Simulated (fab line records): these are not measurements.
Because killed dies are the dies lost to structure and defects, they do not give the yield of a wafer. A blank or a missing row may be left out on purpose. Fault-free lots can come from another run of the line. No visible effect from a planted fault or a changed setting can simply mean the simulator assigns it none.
Matching of chambers :: flow n5-finfet :: N5_BEOL_M8_ALD_77 on ald-metal-03: 4 sister chambers
The step deposits TaN, target thk 2 nm, pulse time 2 s, purge time 3 s. 8 wafers are shown with their chamber, then 12 later ones without.

== WAFERS PAIRED WITH THEIR CHAMBERS ==
wafer: L088.2
chamber: 2
heater-power-w (W): 404

wafer: L088.3
chamber: 1
heater-power-w (W): 454

wafer: L089.4
chamber: 2
heater-power-w (W): 396

wafer: L090.3
chamber: 1
heater-power-w (W): 465

wafer: L090.4
chamber: 0
heater-power-w (W): 412

wafer: L087.1
chamber: 3
heater-power-w (W): 327

wafer: L087.3
chamber: 0
heater-power-w (W): 423

wafer: L087.5
chamber: 3
heater-power-w (W): 328

== WAFERS MISSING THEIR CHAMBER ==
wafer: L091.3
heater-power-w (W): 329

wafer: L091.4
heater-power-w (W): 416

wafer: L091.5
heater-power-w (W): 397

wafer: L092.4
heater-power-w (W): 405

wafer: L092.5
heater-power-w (W): 411

wafer: L092.6
heater-power-w (W): 331

wafer: L097.2
heater-power-w (W): 332

wafer: L097.3
heater-power-w (W): 405

wafer: L097.5
heater-power-w (W): 403

wafer: L096.3
heater-power-w (W): 436

wafer: L096.4
heater-power-w (W): 314

wafer: L096.5
heater-power-w (W): 328

== THE CHAMBER EACH PASSED THROUGH ==
wafer: L091.3
from the rows above: 3
in truth: 3

wafer: L091.4
from the rows above: 0
in truth: 0

wafer: L091.5
from the rows above: 2
in truth: 2

wafer: L092.4
from the rows above: can't be placed: 2 or 0
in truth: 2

wafer: L092.5
from the rows above: can't be placed: 0 or 2
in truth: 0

wafer: L092.6
from the rows above: 3
in truth: 3

wafer: L097.2
from the rows above: 3
in truth: 3

wafer: L097.3
from the rows above: can't be placed: 2 or 0
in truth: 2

wafer: L097.5
from the rows above: can't be placed: 2 or 0
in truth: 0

wafer: L096.3
from the rows above: can't be placed: 0 or 1
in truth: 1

wafer: L096.4
from the rows above: 3
in truth: 3

wafer: L096.5
from the rows above: 3
in truth: 3
7 of 12 placed correctly. Not placeable from these rows: 5 (in 5, the candidates include the true chamber). Placed wrongly: 0.
How it was worked out, from the rows above alone: a wafer's distance from a chamber is the root of the sum, over the readings, of the square of ((its reading less the chamber's mean) divided by the reading's scatter). If the next closest chamber is less than 2 further off than the closest, the wafer can't be placed; otherwise it belongs to the closest. The mean given for a chamber averages the wafers shown for that chamber. The scatter: take each reading less its chamber's mean, square it, sum over the shown wafers, divide by the number of wafers less the number of chambers, and take the root.
